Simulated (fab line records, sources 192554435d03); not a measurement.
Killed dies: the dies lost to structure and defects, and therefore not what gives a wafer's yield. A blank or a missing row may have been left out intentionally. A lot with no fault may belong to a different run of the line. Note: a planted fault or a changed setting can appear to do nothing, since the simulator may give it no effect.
Chamber matching    flow n5_finfet    N5_BEOL_M8_DEP_56 on pecvd-01: 3 sister chambers
The step deposits SiCN from 3MS/NH3, target thk 10 nm, time 17.5 s. 3 wafers are shown with their chamber, then 8 later ones without.

WAFERS, EACH WITH ITS CHAMBER
wafer   chamber  throttle_valve_pct (%)
L086.1  1        8.9
L086.5  0        9.4
L089.1  2        8.3

WAFERS WHOSE CHAMBER IS MISSING
wafer   throttle_valve_pct (%)
L089.4  9.0
L089.5  8.4
L096.2  8.3
L096.4  9.3
L096.5  9.1
L097.3  8.6
L097.5  9.1
L097.6  8.2

EACH ONE'S CHAMBER
wafer   from the rows above      in truth
L089.4  can't be placed: 1 or 0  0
L089.5  2                        2
L096.2  2                        2
L096.4  can't be placed: 0 or 1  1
L096.5  can't be placed: 1 or 0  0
L097.3  can't be placed: 2 or 1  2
L097.5  can't be placed: 1 or 0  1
L097.6  2                        2
Correct placement for 3 of the 8. From these rows, 5 cannot be placed; in 5 the true chamber is one of the candidates. Wrongly placed: 0.
How it was worked out, from the rows above alone: a wafer's distance from a chamber is the root of the sum, over the readings, of the square of ((its reading less the chamber's mean) divided by the reading's scatter). If the next closest chamber is less than 2 further off than the closest, the wafer can't be placed; otherwise it belongs to the closest. Each chamber's mean is taken over the wafers shown for it. The scatter (one wafer shown for each chamber): square how far every hidden wafer sits from the nearest shown wafer, average those squares and take the square root.
